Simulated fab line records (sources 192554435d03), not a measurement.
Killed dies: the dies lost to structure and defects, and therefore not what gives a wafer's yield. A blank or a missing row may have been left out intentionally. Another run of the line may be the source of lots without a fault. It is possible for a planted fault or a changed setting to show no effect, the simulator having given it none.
fab line records	flow n5_finfet
record lots=5	wafers=12	last_day=21
route steps=1938 shown SD_EPI_N@276 SD_EPI_P@295 SD_ACTIVATION@332 MOL_CONTACT_COAG@537 BEOL_M4@1111 PASSIVATION@1936
lots that met no fault: from a run of the same line without faults
start_h: start of the lot's first displayed wafer, in hours after the record's first day	wait_h: how many hours have passed since the lot's step before this one	" identical to the entry in the row above	L1.1+2: one row covering several wafers at once	- either no value or no given start	* or withheld: withheld	< > ~ a bound
route shown NAME@n: a module of which the file shows steps, and the number in the route of the first	usual: mean and standard deviation over wafers with no fault	same: alike in all rows	chamber/n: place in a boat	sites: per-site readings	_std_site: the standard deviation of these	_edge_site: outer sites' mean less inner sites'	radius_mm: how far each site lies from the wafer's centre	mask NAME#n: copy n	behind: tool/chamber where the wafer was last shaped	hold: why the lot went on hold/how many hours it stayed there/how the hold came to an end	device: the transistor (n, p or np) that didn't switch	end of line: tests run on the same wafers once the route is complete	a step given without rows: its recipe and nothing more	killed: dies that structure and defects cost at the first sort, which is not the same as the wafer's yield	map: per-die view of a wafer (x killed, . not killed, _ where there is no die)
set.NAME: the run value of the setting; set.NAME@STEP: its run value at that earlier step	model.NAME: the simulator's own value behind a step, which no gauge read
lots at selected steps of the route; one table per step, one row per wafer
services: the hour from which a tool's chamber was out of use, counted from the record's first day as start_h (under 0 if before that day), plus the number of hours and why
## steps
# step N5_SD_EPI_N_STRIP_36
# recipe chemistry=N2/H2	temp_c=40	n2_flow_sccm=200	h2_flow_sccm=200	rf_frequency_hz=6e+07
# step N5_SD_EPI_N_ETCHBACK_44
# recipe chemistry=CH3F/O2	mode=anisotropic_etchback	target=SiNx	target_depth_a=145	stop_on=SiO2	over_etch_frac=0.3	ion_energy_ev=120	pressure_mtorr=30	source_w=395	bias_w=73	Ar_flow_sccm=150	CH3F_flow_sccm=30	O2_flow_sccm=20
# step N5_SD_EPI_N_ETCH_45
# recipe chemistry=CH3F/O2	target=SiOCN	target_depth_a=60	mask_material=SOC	ion_energy_ev=60	bias_w=29	pressure_mtorr=15	source_w=410	Ar_flow_sccm=150	CH3F_flow_sccm=30	O2_flow_sccm=20
# step N5_SD_EPI_N_ETCH_16
# recipe chemistry=CHF3/O2	target=SiO2	target_depth_a=50	mask_material=SOC	pressure_mtorr=30	source_w=650	bias_w=170	Ar_flow_sccm=200	CHF3_flow_sccm=50	O2_flow_sccm=5	ion_energy_ev=200
# step N5_SD_EPI_N_STRIP_47
# recipe chemistry=CHF3/O2	resist=SiARC	rf_frequency_hz=6e+07
# step N5_SD_EPI_N_SD_RECESS_17
# recipe chemistry=HBr/Cl2/O2	target_depth_a=410	mask_material=SOC	time_s=23.7	bt_time_s=3	pressure_mtorr=10	icp_w=800	bias_w=112	HBr_flow_sccm=150	Cl2_flow_sccm=80	O2_flow_sccm=12
# step N5_SD_EPI_N_STRIP_38
# recipe chemistry=N2/H2	power_w=1000	temp_c=250	h2_frac=0.65	overash_fraction=0.3	pressure_mtorr=withheld	n2_flow_sccm=1750	h2_flow_sccm=3250
# step N5_SD_EPI_N_WET_ETCH_43
# recipe chemistry=dHF	dilution=withheld	time_s=14	target=SiO2	target_depth_a=15	temp_c=25
# step N5_SD_EPI_N_STRIP_18
# recipe chemistry=SPM	time_s=750	temp_c=130	h2so4_h2o2_vol_ratio=4
# step N5_SD_EPI_N_SRD_20
# recipe dry=ipa_marangoni	do_ppb=5	time_s=30	temp_c=23	rinse_liquid=diw
# step N5_SD_EPI_N_PRECLEAN_48
# recipe chemistry=NF3:NH3	afs_cycles=2	temp_c=30	time_s=20	sublimation_temp_c=180	sublimation_time_s=60	pressure_torr=3	rf_power_w=30
# step N5_SD_EPI_N_VAPOR_ETCH_50
# recipe chemistry=HCl	target=Si	temp_c=775	time_s=54	pressure_torr=20	mode=isotropic
# step N5_SD_EPI_N_EPI_21
# recipe material=Si:P	dopant=P	temp_c=680	pressure_torr=255	time_s=690
# usual chamber_pressure_Torr=255.0/0.52	epi_growth_time_s=690/0
lot.wafer	tool	chamber	start_h	wait_h	chamber_pressure_Torr	epi_growth_time_s	model.Si-P_of_SD_EPI_N_EPI_21.thk_nm
L783.1	epi_rpcvd-01	0	61.38	0.1	255.1	690	59.4
L783.3	"	0	"	"	254.8	690	60
L783.4	"	0	"	"	254.6	690	59.6
L799.1	epi_rpcvd-01	0	157.87	0.2	254.2	690	58.8
L799.4	"	0	158.99	1.2	254.8	806.06	65.4
L800.1	epi_rpcvd-01	0	163.61	0.2	255.6	690	59
L800.4	"	0	164.73	1.2	255.2	806.06	66
L801.4	epi_rpcvd-01	0	174.21	1.2	254.3	806.06	66.6
L801.6	"	0	"	"	254.5	806.06	66.4
L802.2	epi_rpcvd-02	0	181.79	0.4	255.1	690	59.8
L802.4	"	0	"	"	254.6	690	59
L802.5	"	0	"	"	255.4	690	59.6
# step N5_SD_EPI_N_EPI_MEAS_23
# recipe mode=xrd
# usual thk_nm=59.1/1.3
lot.wafer	tool	chamber	start_h	wait_h	thk_nm
L783.1	film_metro-01	-	63.09	1.4	59.9
L783.3	"	-	"	"	60.5
L783.4	"	-	"	"	59.2
L799.1	film_metro-01	-	160.14	1.9	59.1
L799.4	"	-	"	"	66.1
L800.1	film_metro-02	-	165.90	1.9	59.7
L800.4	"	-	"	"	64.7
L801.4	film_metro-01	-	175.37	0.8	65.6
L801.6	"	-	"	"	66.1
L802.2	film_metro-01	-	183.23	1.2	58.0
L802.4	"	-	"	"	58.7
L802.5	"	-	"	"	61.2
# step N5_SD_EPI_N_PRECLEAN_24
# recipe chemistry=O3/DIW	time_s=60	temp_c=22	o3_ppm=10
# step N5_SD_EPI_N_SRD_25
# recipe time_s=30	temp_c=23	rinse_liquid=diw	dry=ipa_marangoni
# step N5_SD_EPI_N_PRECLEAN_49
# recipe chemistry=NF3:NH3	afs_cycles=1	temp_c=30	time_s=20	sublimation_temp_c=180	sublimation_time_s=60	pressure_torr=3	rf_power_w=30
# step N5_SD_EPI_N_LINER_46
# recipe material=SiNx	target_thk_a=30	temp_c=400	ald_precursor_family=SiH2I2	ald_co_reactant=N2/H2-plasma	pressure_torr=2
# step N5_SD_EPI_P_COAT_34
# recipe resist=SOC	temp_c=250	time_s=60	spin_rpm=1500	resist_thk_nm=350
# step N5_SD_EPI_P_COAT_35
# recipe resist=SiARC	temp_c=220	time_s=60	spin_rpm=1500	resist_thk_nm=35
# step N5_SD_EPI_P_COAT_03
# recipe resist=CAR-ArF-block	spin_rpm=1500	resist_thk_nm=150
# step N5_SD_EPI_P_EBR_05
# recipe solvent=PGMEA	ebr_width_mm=1.5
# step N5_SD_EPI_P_SOFTBAKE_04
# recipe temp_c=110	time_s=60	resist=CAR-ArF-block
# step N5_SD_EPI_P_EXPOSE_06
# recipe mask_id=SD_P_BLK	na=1.35	source_shape=conventional	sigma_outer=0.8	polarization=unpolarized	target_cd_nm=240	dose_mj=39.5
# step N5_SD_EPI_P_PEB_07
# recipe peb_temp_c=110	peb_time_s=60	resist=CAR-ArF-block
# step N5_SD_EPI_P_DEVELOP_08
# recipe develop_time_s=30	developer=TMAH	resist=CAR-ArF-block	dev_temp_c=23	rinse_liquid=diw	dry=air_spin
# step N5_SD_EPI_P_DESCUM_14
# recipe chemistry=O2	time_s=7.9	source_power_w=50	bias_power_w=20	pressure_mtorr=20	rf_frequency_hz=2.712e+07	temp_c=40	resist=CAR-ArF-block	o2_flow_sccm=225
# step N5_SD_EPI_P_ETCH_36
# recipe chemistry=CF4	target=SiARC	target_depth_a=455	mask_material=CAR-ArF-block	time_s=75.8	ion_energy_ev=80	pressure_mtorr=40	source_w=545	bias_w=36	Ar_flow_sccm=100	cf4_flow_sccm=100	ends=cleared
# step N5_SD_EPI_P_ETCH_37
# recipe chemistry=N2/H2	target=SOC	overetch_a=1080	mask_material=SiARC	temp_c=40	ion_energy_ev=100	source_w=3000	bias_w=133	pressure_mtorr=20	time_s=486	n2_flow_sccm=200	h2_flow_sccm=200	ends=end_point
# step N5_SD_EPI_P_STRIP_38
# recipe chemistry=N2/H2	temp_c=40	n2_flow_sccm=200	h2_flow_sccm=200	rf_frequency_hz=6e+07
# step N5_SD_EPI_P_ETCHBACK_46
# recipe chemistry=CH3F/O2	mode=anisotropic_etchback	target=SiNx	target_depth_a=175	stop_on=SiO2	over_etch_frac=0.3	ion_energy_ev=120	pressure_mtorr=30	source_w=395	bias_w=73	Ar_flow_sccm=150	CH3F_flow_sccm=30	O2_flow_sccm=20
# step N5_SD_EPI_P_ETCH_47
# recipe chemistry=CH3F/O2	target=SiOCN	target_depth_a=250	mask_material=SOC	ion_energy_ev=60	bias_w=29	pressure_mtorr=30	source_w=410	Ar_flow_sccm=150	CH3F_flow_sccm=30	O2_flow_sccm=20
# step N5_SD_EPI_P_ETCH_16
# recipe chemistry=CHF3/O2	target=SiO2	target_depth_a=50	mask_material=SOC	pressure_mtorr=30	source_w=650	bias_w=170	Ar_flow_sccm=200	CHF3_flow_sccm=50	O2_flow_sccm=5	ion_energy_ev=200
# step N5_SD_EPI_P_STRIP_50
# recipe chemistry=CHF3/O2	resist=SiARC	rf_frequency_hz=6e+07
# step N5_SD_EPI_P_SD_RECESS_17
# recipe chemistry=HBr/Cl2/O2	target_depth_a=391	bt_time_s=3	pressure_mtorr=10	icp_w=800	bias_w=112	HBr_flow_sccm=150	Cl2_flow_sccm=80	O2_flow_sccm=12
# step N5_SD_EPI_P_WET_ETCH_45
# recipe chemistry=dHF	dilution=withheld	time_s=10.7	target=SiO2	target_depth_a=20	temp_c=25	dry=ipa_marangoni	rinse_time_s=30	rinse_temp_c=23
# step N5_SD_EPI_P_STRIP_40
# recipe chemistry=N2/H2	power_w=1000	temp_c=250	h2_frac=0.65	overash_fraction=0.3	pressure_mtorr=withheld	n2_flow_sccm=1750	h2_flow_sccm=3250
# step N5_SD_EPI_P_PRECLEAN_52
# recipe chemistry=O3/DIW	time_s=60	temp_c=22	o3_ppm=10
# step N5_SD_ACTIVATION_RS_MEAS_03
# recipe thk_meas_gauge=four-point-probe
# usual RS_SD_N=21.82/0.27	RS_SD_P=56.0/0.78
lot.wafer	tool	chamber	start_h	wait_h	RS_SD_N[ohm/sq]	RS_SD_P[ohm/sq]
L783.1	film_metro-01	-	68.60	0.2	21.81	56.9
L783.3	"	-	"	"	21.34	56.8
L783.4	"	-	"	"	21.44	56.9
L799.1	film_metro-01	-	165.47	0.2	22.19	55.5
L799.4	"	-	"	"	19.90	55.4
L800.1	film_metro-01	-	171.82	0.2	21.80	55.2
L800.4	"	-	"	"	19.42	56.0
L801.4	film_metro-02	-	181.56	0.1	19.32	56.1
L801.6	"	-	"	"	19.46	57.0
L802.2	film_metro-01	-	188.50	0.2	21.68	56.3
L802.4	"	-	"	"	21.84	56.9
L802.5	"	-	"	"	21.74	56.1
# step N5_MOL_CONTACT_COAG_ETCH_15
# recipe chemistry=CH3F/O2	target=SiNx	target_depth_a=70	mask_material=SOC	stop_on=Si:P	over_etch_frac=0.75	ion_energy_ev=120	pressure_mtorr=30	source_w=395	bias_w=73	Ar_flow_sccm=150	CH3F_flow_sccm=30	O2_flow_sccm=20
# usual CH3F_flow_sccm=30.00/0.092	drypump_motor_current_A=5.9/0.42	oes_f_703_au=0.79/0.081	oes_product_au=0.58/0.058	rf_vpp_V=299/9.8	showerhead_plenum_p_Torr=2.04/0.062	throttle_valve_pct=16.26/0.16
lot.wafer	tool	chamber	start_h	wait_h	CH3F_flow_sccm	drypump_motor_current_A	oes_f_703_au	oes_product_au	rf_hours_counter_h	rf_vpp_V	showerhead_plenum_p_Torr	throttle_valve_pct	model.Si-P_of_SD_EPI_N_EPI_21.thk_nm
L783.1	rie_diel-04	2	102.49	0.0	30.06	5.7	0.78	0.61	70	313	2.02	16.09	58.4
L783.3	"	3	"	"	29.91	5.7	0.75	0.52	216	305	2.05	16.36	59.2
L783.4	"	1	"	"	29.75	6.3	0.96	0.70	11	289	2.06	16.28	58.8
L799.1	rie_diel-04	1	195.29	0.0	29.90	6.3	0.88	0.65	44	289	2.05	16.36	58
L799.4	"	3	"	"	29.88	5.6	0.73	0.50	250	305	2.04	16.42	64.4
L800.1	rie_diel-05	1	202.19	0.0	30.08	6.2	0.85	0.66	23	315	2.12	16.32	58.2
L800.4	"	2	"	"	29.99	5.7	0.83	0.63	53	298	2.02	16.05	65
L801.4	rie_diel-05	1	211.99	0.0	30.00	6.2	0.84	0.66	28	315	2.12	16.32	65.6
L801.6	"	0	"	"	29.90	5.7	0.86	0.59	-	289	2.11	16.04	65.6
L802.2	rie_diel-05	2	217.96	0.0	30.04	5.8	0.83	0.63	60	298	2.01	16.07	59
L802.4	"	1	"	"	29.96	6.1	0.84	0.65	31	316	2.12	16.32	58.2
L802.5	"	3	"	"	29.84	6.7	0.90	0.62	-	298	2.13	16.17	58.8
# step N5_BEOL_M4_RC_MEAS_101
# usual DIBL_N=37.7/2	DIBL_P=37.7/2.3	IOFF_N=0.18/0.039	IOFF_P=0.23/0.042	ION_N=681/12	ION_P=463/8	RS_SD_N=28.3/0.32	SS_N=71.9/0.68	SS_P=73.6/0.71	VT_N=248/3.2	VT_P=-249/3.1
lot.wafer	tool	chamber	start_h	wait_h	DIBL_N[mV/V]	DIBL_P[mV/V]	IOFF_N[nA/um]	IOFF_P[nA/um]	ION_N[uA/um]	ION_P[uA/um]	RS_SD_N[ohm/sq]	SS_N[mV/dec]	SS_P[mV/dec]	VT_N[mV]	VT_P[mV]
L783.1	prober-02	0	264.92	0.0	37.5	35.6	0.14	0.20	668	467	28.4	72.1	73.1	252	-249
L783.3	"	0	"	"	40.2	37.2	0.20	0.23	686	463	28.2	73.0	73.9	248	-249
L783.4	"	0	"	"	40.6	40.5	0.21	0.28	684	467	28.1	72.9	74.7	243	-247
L799.1	prober-01	0	360.05	0.0	40.2	38.8	0.22	0.27	684	466	28.6	72.6	73.9	245	-247
L799.4	"	0	"	"	39.5	38.7	0.21	0.25	691	471	25.5	71.4	73.8	246	-246
L800.1	prober-01	0	377.85	0.0	34.1	34.3	0.12	0.17	674	463	28.4	69.5	72.7	253	-252
L800.4	"	0	"	"	36.4	36.9	0.15	0.21	682	468	25.3	70.9	73.4	251	-251
L802.2	prober-02	0	386.03	0.2	35.5	34.6	0.14	0.18	679	460	28.0	72.0	73.1	250	-251
L802.4	"	0	"	"	39.0	39.1	0.19	0.24	673	460	28.2	71.9	73.8	249	-250
L802.5	"	0	"	"	34.2	33.2	0.12	0.16	670	461	27.9	70.5	72.4	250	-251
L801.4	prober-01	0	386.14	0.5	35.8	36.5	0.15	0.17	678	454	25.1	71.7	73.3	250	-256
L801.6	"	0	"	"	34.7	35.6	0.14	0.16	679	458	25.4	71.4	72.9	248	-257
# step N5_PASSIVATION_PROBE_49
# usual defect_limited_yield=91.1/1.4	killed_at_M0_to_M3=34/9.6	killed_at_M4_up=15/5.3	killed_at_contacts=12/6.1	killed_at_front_end=40/11	killed_at_other=3.5/2.8	killed_dies=105/17	killed_open=70/12	killed_short=34/7.7	sort_bin_5_function=5.2/0.97	sort_bin_6_memory=3.4/0.62	sort_n_pass=1075/17	sort_yield_pct=91.1/1.4
# same gross_dies=1180	killed_at_back_side=0	sort_bin_4_leakage[%]=0	sort_bin_8_speed[%]=0
lot.wafer	tool	chamber	start_h	wait_h	defect_limited_yield[%]	killed_at_M0_to_M3	killed_at_M4_up	killed_at_contacts	killed_at_front_end	killed_at_other	killed_dies	killed_open	killed_short	sort_bin_5_function[%]	sort_bin_6_memory[%]	sort_n_pass	sort_yield_pct[%]
L783.1	prober-02	-	377.44	0.0	89.4	30	20	18	54	3	125	85	38	6.4	3.6	1055	89.4
L783.3	prober-02	-	377.54	0.1	90.7	36	14	10	49	1	110	72	32	5.4	3.7	1070	90.7
L783.4	prober-02	-	377.59	0.2	88.2	48	15	11	64	1	139	88	47	6.6	4.7	1041	88.2
L801.4	prober-02	-	483.11	0.2	91.0	25	19	1	59	2	106	72	33	5.2	3.7	1074	91.0
# killed by level:class
L783.1 STI_FIN_REVEAL:geometric_particle:open=17 MOL_CONTACT_COAG:geometric_particle:open=12 FIN_SAQP:geometric_particle:short=11 BEOL_M2:geometric_particle:open=11 BEOL_M4:geometric_particle:open=10 GATE_CUT:geometric_particle:short=7 FIN_SAQP:geometric_particle:open=6 BEOL_M0_SAQP:geometric_particle:open=6
L783.3 STI_FIN_REVEAL:geometric_particle:open=12 BEOL_M2:geometric_particle:open=12 BEOL_M4:geometric_particle:open=10 BEOL_M0_SAQP:geometric_particle:open=9 BEOL_M0_SAQP:geometric_particle:short=7 FIN_SAQP:geometric_particle:open=6 MOL_CONTACT_COAG:geometric_particle:open=6 FIN_SAQP:geometric_particle:short=5
L783.4 BEOL_M2:geometric_particle:open=19 STI_FIN_REVEAL:geometric_particle:open=18 FIN_SAQP:geometric_particle:short=11 FIN_SAQP:geometric_particle:open=11 BEOL_M0_SAQP:geometric_particle:short=9 BEOL_M0_SAQP:geometric_particle:open=8 MOL_CONTACT_COAG:geometric_particle:open=7 DUMMY_GATE:geometric_particle:open=5
L801.4 FIN_SAQP:geometric_particle:open=21 FIN_SAQP:geometric_particle:short=12 BEOL_M1:geometric_particle:open=10 BEOL_M4:geometric_particle:open=10 STARTING-WAFER:geometric_particle:short=5 DUMMY_GATE:geometric_particle:open=4 BEOL_M0_SAQP:geometric_particle:open=4 BEOL_M8:geometric_particle:open=4
## services
tool	chamber	start_h	hours	kind
rie_diel-04	1	39.38	-	clean
rie_diel-04	1	39.38	-	consumable_replace:focus_ring
rie_diel-04	1	39.38	12.5	scheduled_down
rie_diel-04	1	39.38	12.5	vent_cycle
rie_diel-05	3	89.42	-	clean
rie_diel-05	3	89.42	-	consumable_replace:focus_ring
rie_diel-05	3	89.42	-	consumable_replace:showerhead
rie_diel-05	3	89.42	32.7	scheduled_down
rie_diel-05	3	89.42	32.7	vent_cycle
rie_diel-05	-	89.99	15.6	pm
rie_diel-05	1	122.16	-	clean
rie_diel-05	1	122.16	-	consumable_replace:focus_ring
rie_diel-05	1	122.16	-	consumable_replace:showerhead
rie_diel-05	1	122.16	17.9	scheduled_down
rie_diel-05	1	122.16	17.9	vent_cycle
epi_rpcvd-02	-	189.61	2.8	pm
rie_diel-04	0	198.98	-	clean
rie_diel-04	0	198.98	-	consumable_replace:focus_ring
rie_diel-04	0	198.98	36.9	scheduled_down
rie_diel-04	0	198.98	36.9	vent_cycle
rie_diel-04	1	200.64	69.6	repair
rie_diel-04	3	203.83	8.1	repair
## key
first_sign step=N5_SD_EPI_N_EPI_21	reading=epi_growth_time_s	direction=up	sigmas=99+	usual=*	struck=*
effect step=N5_SD_EPI_N_EPI_MEAS_23	reading=thk_nm	direction=up	sigmas=5.1	usual=*	struck=*
effect step=N5_SD_ACTIVATION_RS_MEAS_03	reading=RS_SD_N	direction=down	sigmas=8.6	usual=21.82	struck=19.53
effect step=N5_BEOL_M4_RC_MEAS_101	reading=RS_SD_N	direction=down	sigmas=9.3	usual=28.3	struck=25.3
model_effect step=N5_SD_EPI_N_EPI_21	value=Si-P_of_SD_EPI_N_EPI_21.thk_nm	without=59.3	struck=66.1
model_effect step=N5_MOL_CONTACT_COAG_ETCH_15	value=Si-P_of_SD_EPI_N_EPI_21.thk_nm	without=58.3	struck=65
met_at N5_SD_EPI_N_EPI_21
struck_wafers L799.4,L800.4,L801.4,L801.6
onset_between 61.38 157.87
fault kind=process_parameter_drift	tool=epi_rpcvd-01	chamber=-	onset_h=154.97	steps=N5_SD_EPI_N_EPI_21	channel=epi_growth_time_s	offset=*	shape=step	end_h=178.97	scope=struck_wafers_only	acts_in=*	stated=*
